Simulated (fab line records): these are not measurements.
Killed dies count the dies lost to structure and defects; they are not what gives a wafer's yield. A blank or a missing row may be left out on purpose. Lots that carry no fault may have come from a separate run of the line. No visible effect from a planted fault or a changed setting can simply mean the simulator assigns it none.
fab line records / flow n5Finfet / part 2 of 2: steps 18 to 18 of 18
record lots=6 wafers=18 lastDay=18
route steps=1938 shown BEOL_M0_CUTY@709 BEOL_M0@715 BEOL_M4@1111 PASSIVATION@1936
lots that met no fault: taken from a fault-free run of the same line
startH: the number of hours between the record's first day and the start of the first shown wafer of the lot / waitH: time in hours since the lot's previous step / " the same as in the row above / L1.1+2: a single row standing in for several wafers / - no value, or no start was given / * or withheld: withheld / < > ~ a bound
route shown NAME@n: NAME is a module with steps in the file, n the number in the route of the first one / usual: average and standard deviation across the fault-free wafers / same: alike in all rows / chamber/n: place in a boat / sites: each site's reading / _std_site: how widely they spread, as a standard deviation / _edge_site: outer sites' mean less inner sites' / radiusMm: for every site, how far away it sits from the centre of the wafer / mask NAME#n: copy n / behind: the tool/chamber that last shaped the wafer / hold: the reason the lot was held/the length of the hold in hours/how it ended / device: the n, p or np transistor that did not switch / end of line: the same wafers' tests at the end of the route / step lacking rows: just its recipe / killed: dies that structure and defects cost at the first sort, which is not the same as the wafer's yield / map: per-die view of a wafer (x killed, . not killed, _ where there is no die)
set.NAME: setting as actually run; set.NAME@STEP: the setting as run at that earlier step / model.NAME: the simulator's own value behind a step, which no gauge read
lots seen at some steps along the route; tables by step, rows by wafer
services: a tool's chamber out of use, with start hour (startH, from the record's first day; less than 0 if before it), hours out, and reason
## steps
# step N5_PASSIVATION_PROBE_49
# usual defectLimitedYield=91.2/1.6 killed_at_M0_to_M3=34/11 killed_at_M4_up=13/5.2 killedAtContacts=13/6.3 killedAtFrontEnd=40/14 killedAtOther=3.2/2.4 killedDies=104/19 killedOpen=69/14 killedShort=32/7.5 sort_bin_5_function=5.3/1.1 sort_bin_6_memory=3.2/0.73 sort_bin_8_speed=0.01/0.038 sortNPass=1076/19 sortYieldPct=91.2/1.6
# same grossDies=1180 killedAtBackSide=0 sort_bin_4_leakage[%]=0
lot.wafer=L367.4 tool=prober-01 chamber=- startH=315.09 waitH=0.2 defectLimitedYield[%]=91.0 killed_at_M0_to_M3=47 killed_at_M4_up=16 killedAtContacts=9 killedAtFrontEnd=29 killedAtOther=5 killedDies=106 killedOpen=70 killedShort=33 sort_bin_5_function[%]=5.2 sort_bin_6_memory[%]=3.6 sort_bin_8_speed[%]=0 sortNPass=1074 sortYieldPct[%]=91.0
lot.wafer=L367.5 tool=prober-01 chamber=- startH=315.14 waitH=0.2 defectLimitedYield[%]=90.6 killed_at_M0_to_M3=57 killed_at_M4_up=15 killedAtContacts=10 killedAtFrontEnd=27 killedAtOther=2 killedDies=111 killedOpen=71 killedShort=34 sort_bin_5_function[%]=4.2 sort_bin_6_memory[%]=4.5 sort_bin_8_speed[%]=0.08 sortNPass=1068 sortYieldPct[%]=90.5
lot.wafer=L367.6 tool=prober-01 chamber=- startH=315.19 waitH=0.3 defectLimitedYield[%]=91.9 killed_at_M0_to_M3=32 killed_at_M4_up=10 killedAtContacts=24 killedAtFrontEnd=24 killedAtOther=5 killedDies=95 killedOpen=65 killedShort=28 sort_bin_5_function[%]=4.5 sort_bin_6_memory[%]=3.5 sort_bin_8_speed[%]=0 sortNPass=1085 sortYieldPct[%]=91.9
lot.wafer=L372.1 tool=prober-02 chamber=- startH=358.47 waitH=0.0 defectLimitedYield[%]=90.1 killed_at_M0_to_M3=38 killed_at_M4_up=18 killedAtContacts=12 killedAtFrontEnd=49 killedAtOther=0 killedDies=117 killedOpen=79 killedShort=38 sort_bin_5_function[%]=5.3 sort_bin_6_memory[%]=4.2 sort_bin_8_speed[%]=0 sortNPass=1063 sortYieldPct[%]=90.1
lot.wafer=L372.2 tool=prober-02 chamber=- startH=358.52 waitH=0.1 defectLimitedYield[%]=92.8 killed_at_M0_to_M3=23 killed_at_M4_up=13 killedAtContacts=18 killedAtFrontEnd=30 killedAtOther=1 killedDies=85 killedOpen=61 killedShort=24 sort_bin_5_function[%]=3.7 sort_bin_6_memory[%]=3.3 sort_bin_8_speed[%]=0 sortNPass=1095 sortYieldPct[%]=92.8
lot.wafer=L372.3 tool=prober-02 chamber=- startH=358.57 waitH=0.1 defectLimitedYield[%]=93.8 killed_at_M0_to_M3=28 killed_at_M4_up=9 killedAtContacts=7 killedAtFrontEnd=29 killedAtOther=0 killedDies=73 killedOpen=47 killedShort=26 sort_bin_5_function[%]=3.5 sort_bin_6_memory[%]=2.4 sort_bin_8_speed[%]=0 sortNPass=1107 sortYieldPct[%]=93.8
lot.wafer=L376.2 tool=prober-02 chamber=- startH=364.54 waitH=0.1 defectLimitedYield[%]=88.3 killed_at_M0_to_M3=52 killed_at_M4_up=21 killedAtContacts=21 killedAtFrontEnd=39 killedAtOther=5 killedDies=138 killedOpen=95 killedShort=41 sort_bin_5_function[%]=7.1 sort_bin_6_memory[%]=4.4 sort_bin_8_speed[%]=0 sortNPass=1042 sortYieldPct[%]=88.3
lot.wafer=L376.5 tool=prober-02 chamber=- startH=364.69 waitH=0.2 defectLimitedYield[%]=92.3 killed_at_M0_to_M3=32 killed_at_M4_up=9 killedAtContacts=13 killedAtFrontEnd=33 killedAtOther=4 killedDies=91 killedOpen=58 killedShort=27 sort_bin_5_function[%]=5.1 sort_bin_6_memory[%]=2.5 sort_bin_8_speed[%]=0 sortNPass=1089 sortYieldPct[%]=92.3
lot.wafer=L376.6 tool=prober-02 chamber=- startH=364.74 waitH=0.3 defectLimitedYield[%]=89.4 killed_at_M0_to_M3=64 killed_at_M4_up=8 killedAtContacts=11 killedAtFrontEnd=38 killedAtOther=4 killedDies=125 killedOpen=83 killedShort=39 sort_bin_5_function[%]=6.0 sort_bin_6_memory[%]=4.3 sort_bin_8_speed[%]=0 sortNPass=1055 sortYieldPct[%]=89.4
lot.wafer=L378.1 tool=prober-01 chamber=- startH=369.36 waitH=0.0 defectLimitedYield[%]=92.3 killed_at_M0_to_M3=20 killed_at_M4_up=19 killedAtContacts=12 killedAtFrontEnd=36 killedAtOther=4 killedDies=91 killedOpen=59 killedShort=31 sort_bin_5_function[%]=4.4 sort_bin_6_memory[%]=3.0 sort_bin_8_speed[%]=0 sortNPass=1089 sortYieldPct[%]=92.3
lot.wafer=L378.2 tool=prober-01 chamber=- startH=369.41 waitH=0.1 defectLimitedYield[%]=89.0 killed_at_M0_to_M3=51 killed_at_M4_up=7 killedAtContacts=18 killedAtFrontEnd=53 killedAtOther=1 killedDies=130 killedOpen=86 killedShort=43 sort_bin_5_function[%]=7.2 sort_bin_6_memory[%]=3.5 sort_bin_8_speed[%]=0 sortNPass=1050 sortYieldPct[%]=89.0
lot.wafer=L378.5 tool=prober-01 chamber=- startH=369.56 waitH=0.2 defectLimitedYield[%]=90.7 killed_at_M0_to_M3=32 killed_at_M4_up=17 killedAtContacts=16 killedAtFrontEnd=36 killedAtOther=9 killedDies=110 killedOpen=74 killedShort=32 sort_bin_5_function[%]=5.6 sort_bin_6_memory[%]=3.4 sort_bin_8_speed[%]=0 sortNPass=1070 sortYieldPct[%]=90.7
lot.wafer=L381.4 tool=prober-02 chamber=- startH=400.61 waitH=0.2 defectLimitedYield[%]=90.9 killed_at_M0_to_M3=46 killed_at_M4_up=12 killedAtContacts=6 killedAtFrontEnd=40 killedAtOther=3 killedDies=107 killedOpen=68 killedShort=37 sort_bin_5_function[%]=5.4 sort_bin_6_memory[%]=3.0 sort_bin_8_speed[%]=0.08 sortNPass=1073 sortYieldPct[%]=90.9
lot.wafer=L381.5 tool=prober-02 chamber=- startH=400.66 waitH=0.2 defectLimitedYield[%]=92.4 killed_at_M0_to_M3=33 killed_at_M4_up=11 killedAtContacts=14 killedAtFrontEnd=32 killedAtOther=0 killedDies=90 killedOpen=56 killedShort=29 sort_bin_5_function[%]=4.5 sort_bin_6_memory[%]=2.9 sort_bin_8_speed[%]=0 sortNPass=1090 sortYieldPct[%]=92.4
lot.wafer=L381.6 tool=prober-02 chamber=- startH=400.71 waitH=0.3 defectLimitedYield[%]=89.7 killed_at_M0_to_M3=45 killed_at_M4_up=8 killedAtContacts=21 killedAtFrontEnd=48 killedAtOther=0 killedDies=122 killedOpen=77 killedShort=43 sort_bin_5_function[%]=5.1 sort_bin_6_memory[%]=4.6 sort_bin_8_speed[%]=0 sortNPass=1058 sortYieldPct[%]=89.7
lot.wafer=L383.1 tool=prober-02 chamber=- startH=421.56 waitH=0.0 defectLimitedYield[%]=91.1 killed_at_M0_to_M3=17 killed_at_M4_up=29 killedAtContacts=5 killedAtFrontEnd=48 killedAtOther=6 killedDies=105 killedOpen=64 killedShort=39 sort_bin_5_function[%]=5.6 sort_bin_6_memory[%]=3.0 sort_bin_8_speed[%]=0 sortNPass=1075 sortYieldPct[%]=91.1
lot.wafer=L383.4 tool=prober-02 chamber=- startH=421.71 waitH=0.2 defectLimitedYield[%]=91.8 killed_at_M0_to_M3=27 killed_at_M4_up=22 killedAtContacts=6 killedAtFrontEnd=40 killedAtOther=2 killedDies=97 killedOpen=61 killedShort=33 sort_bin_5_function[%]=5.2 sort_bin_6_memory[%]=2.8 sort_bin_8_speed[%]=0 sortNPass=1083 sortYieldPct[%]=91.8
lot.wafer=L383.6 tool=prober-02 chamber=- startH=421.81 waitH=0.3 defectLimitedYield[%]=91.2 killed_at_M0_to_M3=22 killed_at_M4_up=28 killedAtContacts=11 killedAtFrontEnd=40 killedAtOther=3 killedDies=104 killedOpen=75 killedShort=29 sort_bin_5_function[%]=5.2 sort_bin_6_memory[%]=3.4 sort_bin_8_speed[%]=0 sortNPass=1076 sortYieldPct[%]=91.2
# killed by level:class
L367.4 BEOL_M0_SAQP:geometricParticle:open=12 BEOL_M0_SAQP:geometricParticle:short=10 BEOL_M3:geometricParticle:open=10 MOL_CONTACT_COAG:geometricParticle:open=8 BEOL_M2:geometricParticle:open=8 STI_FIN_REVEAL:geometricParticle:open=7 DUMMY_GATE:geometricParticle:open=5 STARTING-WAFER:geometricParticle:short=5
L367.5 BEOL_M2:geometricParticle:open=16 BEOL_M0_SAQP:geometricParticle:open=13 BEOL_M0_SAQP:geometricParticle:short=8 BEOL_M6:geometricParticle:open=7 STI_FIN_REVEAL:geometricParticle:open=6 MOL_CONTACT_COAG:geometricParticle:open=6 BEOL_M1:geometricParticle:open=5 BEOL_M2:geometricParticle:short=5
L367.6 MOL_CONTACT_COAG:geometricParticle:open=18 STI_FIN_REVEAL:geometricParticle:open=8 BEOL_M0_SAQP:geometricParticle:short=7 BEOL_M3:geometricParticle:open=7 STARTING-WAFER:geometricParticle:open=6 MOL_CONTACT_COAG:geometricParticle:short=6 BEOL_M0_SAQP:geometricParticle:open=6 BEOL_M1:geometricParticle:open=3
L372.1 STI_FIN_REVEAL:geometricParticle:open=16 BEOL_M0_SAQP:geometricParticle:open=10 MOL_CONTACT_COAG:geometricParticle:open=9 BEOL_M0_SAQP:geometricParticle:short=7 BEOL_M1:geometricParticle:open=7 FIN_SAQP:geometricParticle:short=6 BEOL_M2:geometricParticle:open=5 BEOL_M4:geometricParticle:open=5
L372.2 MOL_CONTACT_COAG:geometricParticle:open=15 BEOL_M0_SAQP:geometricParticle:short=7 DUMMY_GATE:geometricParticle:open=6 FIN_SAQP:geometricParticle:open=5 STI_FIN_REVEAL:geometricParticle:open=5 BEOL_M4:geometricParticle:open=5 BEOL_M6:geometricParticle:open=5 FIN_SAQP:geometricParticle:short=4
L372.3 BEOL_M0_SAQP:geometricParticle:short=10 BEOL_M0_SAQP:geometricParticle:open=10 STI_FIN_REVEAL:geometricParticle:open=8 MOL_CONTACT_COAG:geometricParticle:open=6 FIN_SAQP:geometricParticle:short=4 DUMMY_GATE:geometricParticle:open=4 BEOL_M3:geometricParticle:open=4 GATE_CUT:geometricParticle:short=3
L376.2 MOL_CONTACT_COAG:geometricParticle:open=15 BEOL_M4:geometricParticle:open=15 BEOL_M0_SAQP:geometricParticle:short=12 BEOL_M0_SAQP:geometricParticle:open=12 BEOL_M3:geometricParticle:open=9 FIN_SAQP:geometricParticle:open=9 STI_FIN_REVEAL:geometricParticle:open=6 DUMMY_GATE:geometricParticle:open=6
L376.5 FIN_SAQP:geometricParticle:open=8 MOL_CONTACT_COAG:geometricParticle:open=8 BEOL_M0_SAQP:geometricParticle:open=8 BEOL_M0_SAQP:geometricParticle:short=7 BEOL_M2:geometricParticle:open=7 DUMMY_GATE:geometricParticle:open=5 BEOL_M0:geometricParticle:open=5 PASS1_DEP:geometricParticle:short=4
L376.6 BEOL_M0_SAQP:geometricParticle:open=15 BEOL_M1:geometricParticle:open=15 GATE_CUT:geometricParticle:short=10 BEOL_M3:geometricParticle:open=9 MOL_CONTACT_COAG:geometricParticle:open=8 BEOL_M0_SAQP:geometricParticle:short=8 BEOL_M2:geometricParticle:open=7 STI_FIN_REVEAL:geometricParticle:open=5
L378.1 MOL_CONTACT_COAG:geometricParticle:open=12 FIN_SAQP:geometricParticle:short=9 BEOL_M4:geometricParticle:open=9 BEOL_M0_SAQP:geometricParticle:open=7 FIN_SAQP:geometricParticle:open=5 BEOL_M0_SAQP:geometricParticle:short=5 STI_FIN_REVEAL:geometricParticle:open=4 DUMMY_GATE:geometricParticle:short=4
L378.2 MOL_CONTACT_COAG:geometricParticle:open=12 BEOL_M2:geometricParticle:open=12 FIN_SAQP:geometricParticle:open=9 BEOL_M0_SAQP:geometricParticle:open=9 FIN_SAQP:geometricParticle:short=8 STI_FIN_REVEAL:geometricParticle:open=8 BEOL_M0_SAQP:geometricParticle:short=8 DUMMY_GATE:geometricParticle:open=7
L378.5 MOL_CONTACT_COAG:geometricParticle:open=11 DUMMY_GATE:geometricParticle:open=8 FIN_SAQP:geometricParticle:open=7 BEOL_M4:geometricParticle:open=7 BEOL_M0_SAQP:geometricParticle:open=6 BEOL_M3:geometricParticle:open=5 FIN_SAQP:geometricParticle:short=4 STI_FIN_REVEAL:geometricParticle:open=4
L381.4 BEOL_M2:geometricParticle:open=11 BEOL_M0_SAQP:geometricParticle:open=8 STI_FIN_REVEAL:geometricParticle:open=7 FIN_SAQP:geometricParticle:open=6 GATE_CUT:geometricParticle:short=6 BEOL_M3:geometricParticle:open=6 MOL_CONTACT_COAG:geometricParticle:open=5 BEOL_M0_SAQP:geometricParticle:short=5
L381.5 BEOL_M2:geometricParticle:open=12 STI_FIN_REVEAL:geometricParticle:open=9 MOL_CONTACT_COAG:geometricParticle:open=8 MOL_CONTACT_COAG:geometricParticle:short=6 BEOL_M1:geometricParticle:open=6 BEOL_M3:geometricParticle:open=4 FIN_SAQP:geometricParticle:short=3 SPACER0:geometricParticle:short=3
L381.6 MOL_CONTACT_COAG:geometricParticle:open=17 STI_FIN_REVEAL:geometricParticle:open=14 BEOL_M2:geometricParticle:open=9 BEOL_M3:geometricParticle:short=9 BEOL_M0_SAQP:geometricParticle:short=8 BEOL_M0_SAQP:geometricParticle:open=7 STI_FIN_REVEAL:geometricParticle:short=5 STARTING-WAFER:geometricParticle:open=5
L383.1 BEOL_M4:geometricParticle:open=19 STI_FIN_REVEAL:geometricParticle:open=14 FIN_SAQP:geometricParticle:short=7 STI_FIN_REVEAL:geometricParticle:short=7 BEOL_M0_SAQP:geometricParticle:short=4 BEOL_M0_SAQP:geometricParticle:open=4 BEOL_M4:geometricParticle:short=4 STARTING-WAFER:geometricParticle:open=4
L383.4 STI_FIN_REVEAL:geometricParticle:open=17 BEOL_M4:geometricParticle:open=10 FIN_SAQP:geometricParticle:short=7 BEOL_M0_SAQP:geometricParticle:short=7 DUMMY_GATE:geometricParticle:open=5 BEOL_M4:geometricParticle:short=5 BEOL_M0_SAQP:geometricParticle:open=5 BEOL_M2:geometricParticle:open=5
L383.6 STI_FIN_REVEAL:geometricParticle:open=17 BEOL_M4:geometricParticle:open=16 MOL_CONTACT_COAG:geometricParticle:open=10 FIN_SAQP:geometricParticle:open=7 FIN_SAQP:geometricParticle:short=7 BEOL_M1:geometricParticle:open=5 BEOL_M4:geometricParticle:short=5 BEOL_M3:geometricParticle:open=4
## services
tool=rieDiel-05 chamber=0 startH=132.26 hours=- kind=clean
tool=rieDiel-05 chamber=0 startH=132.26 hours=- kind=consumableReplace:focusRing
tool=rieDiel-05 chamber=0 startH=132.26 hours=24.3 kind=scheduledDown
tool=rieDiel-02 chamber=1 startH=136.01 hours=- kind=clean
tool=rieDiel-02 chamber=1 startH=136.01 hours=- kind=consumableReplace:focusRing
tool=rieDiel-02 chamber=1 startH=136.01 hours=16.5 kind=scheduledDown
tool=rieDiel-02 chamber=1 startH=136.01 hours=16.5 kind=ventCycle
tool=rieDiel-05 chamber=- startH=138.50 hours=4.3 kind=pm
tool=rieDiel-04 chamber=3 startH=143.18 hours=13.8 kind=repair
tool=rieDiel-05 chamber=- startH=164.14 hours=0.3 kind=repair
tool=rieDiel-05 chamber=- startH=171.64 hours=2.2 kind=repair
tool=rieDiel-02 chamber=3 startH=173.21 hours=5.4 kind=repair
tool=rieDiel-04 chamber=1 startH=175.48 hours=62.1 kind=repair
tool=rieDiel-05 chamber=3 startH=201.47 hours=13.7 kind=repair
tool=rieDiel-02 chamber=2 startH=205.13 hours=- kind=clean
tool=rieDiel-02 chamber=2 startH=205.13 hours=- kind=consumableReplace:focusRing
tool=rieDiel-02 chamber=2 startH=205.13 hours=22.7 kind=scheduledDown
tool=rieDiel-02 chamber=2 startH=205.13 hours=22.7 kind=ventCycle
tool=rieDiel-05 chamber=2 startH=219.41 hours=2.6 kind=repair
tool=rieDiel-02 chamber=3 startH=230.91 hours=5.1 kind=repair
tool=rieDiel-04 chamber=2 startH=237.62 hours=- kind=clean
tool=rieDiel-04 chamber=2 startH=237.62 hours=- kind=consumableReplace:focusRing
tool=rieDiel-04 chamber=2 startH=237.62 hours=14.2 kind=scheduledDown
tool=rieDiel-04 chamber=2 startH=237.62 hours=14.2 kind=ventCycle
